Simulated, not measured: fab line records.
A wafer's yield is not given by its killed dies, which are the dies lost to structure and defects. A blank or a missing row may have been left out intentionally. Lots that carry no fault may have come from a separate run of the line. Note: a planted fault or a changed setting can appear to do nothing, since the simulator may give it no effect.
Matching of chambers / flow n5Finfet / N5_BEOL_M8_DEP_56 on pecvd-03: 3 sister chambers
The step deposits SiCN from 3MS/NH3, target thk 10 nm, time 17.5 s. 6 wafers are shown with their chamber, then 11 later ones without.

## WAFERS WITH THEIR CHAMBER
wafer=L084.3; chamber=0; showerheadPlenumPTorr (Torr)=3.655; throttleValvePct (%)=9.0
wafer=L085.4; chamber=0; showerheadPlenumPTorr (Torr)=3.660; throttleValvePct (%)=8.8
wafer=L086.2; chamber=2; showerheadPlenumPTorr (Torr)=3.660; throttleValvePct (%)=8.8
wafer=L086.3; chamber=1; showerheadPlenumPTorr (Torr)=3.648; throttleValvePct (%)=8.7
wafer=L086.5; chamber=1; showerheadPlenumPTorr (Torr)=3.655; throttleValvePct (%)=9.1
wafer=L090.4; chamber=2; showerheadPlenumPTorr (Torr)=3.663; throttleValvePct (%)=8.7

## WAFERS WHOSE CHAMBER IS MISSING
wafer=L090.5; showerheadPlenumPTorr (Torr)=3.657; throttleValvePct (%)=8.9
wafer=L090.6; showerheadPlenumPTorr (Torr)=3.657; throttleValvePct (%)=9.0
wafer=L091.2; showerheadPlenumPTorr (Torr)=3.658; throttleValvePct (%)=8.6
wafer=L091.4; showerheadPlenumPTorr (Torr)=3.657; throttleValvePct (%)=9.0
wafer=L091.6; showerheadPlenumPTorr (Torr)=3.650; throttleValvePct (%)=8.9
wafer=L093.1; showerheadPlenumPTorr (Torr)=3.650; throttleValvePct (%)=8.9
wafer=L093.2; showerheadPlenumPTorr (Torr)=3.665; throttleValvePct (%)=8.8
wafer=L093.6; showerheadPlenumPTorr (Torr)=3.646; throttleValvePct (%)=8.8
wafer=L096.1; showerheadPlenumPTorr (Torr)=3.653; throttleValvePct (%)=8.6
wafer=L096.2; showerheadPlenumPTorr (Torr)=3.651; throttleValvePct (%)=8.7
wafer=L096.4; showerheadPlenumPTorr (Torr)=3.664; throttleValvePct (%)=8.9

## THE CHAMBER EACH PASSED THROUGH
wafer=L090.5; from the rows above=can't be placed: 0 or 2 or 1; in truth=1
wafer=L090.6; from the rows above=can't be placed: 0 or 1 or 2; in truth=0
wafer=L091.2; from the rows above=can't be placed: 2 or 0 or 1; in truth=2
wafer=L091.4; from the rows above=can't be placed: 0 or 1 or 2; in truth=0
wafer=L091.6; from the rows above=can't be placed: 1 or 0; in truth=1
wafer=L093.1; from the rows above=can't be placed: 1 or 0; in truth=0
wafer=L093.2; from the rows above=can't be placed: 2 or 0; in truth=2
wafer=L093.6; from the rows above=can't be placed: 1 or 0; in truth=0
wafer=L096.1; from the rows above=can't be placed: 1 or 0 or 2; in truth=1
wafer=L096.2; from the rows above=can't be placed: 1 or 0 or 2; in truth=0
wafer=L096.4; from the rows above=can't be placed: 2 or 0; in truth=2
Correct placement for 0 of the 11. Unplaceable from these rows: 11, with the true chamber sitting among the candidates in 11. Wrongly placed: 0.
How it was worked out, from the rows above alone: a wafer's distance from a chamber is the root of the sum, over the readings, of the square of ((its reading less the chamber's mean) divided by the reading's scatter). If the next closest chamber is less than 2 further off than the closest, the wafer can't be placed; otherwise it belongs to the closest. A chamber's mean is the mean of its shown wafers. The scatter: the root of (the sum of the squares of (reading less its chamber's mean) over the shown wafers, divided by (wafers less chambers)).
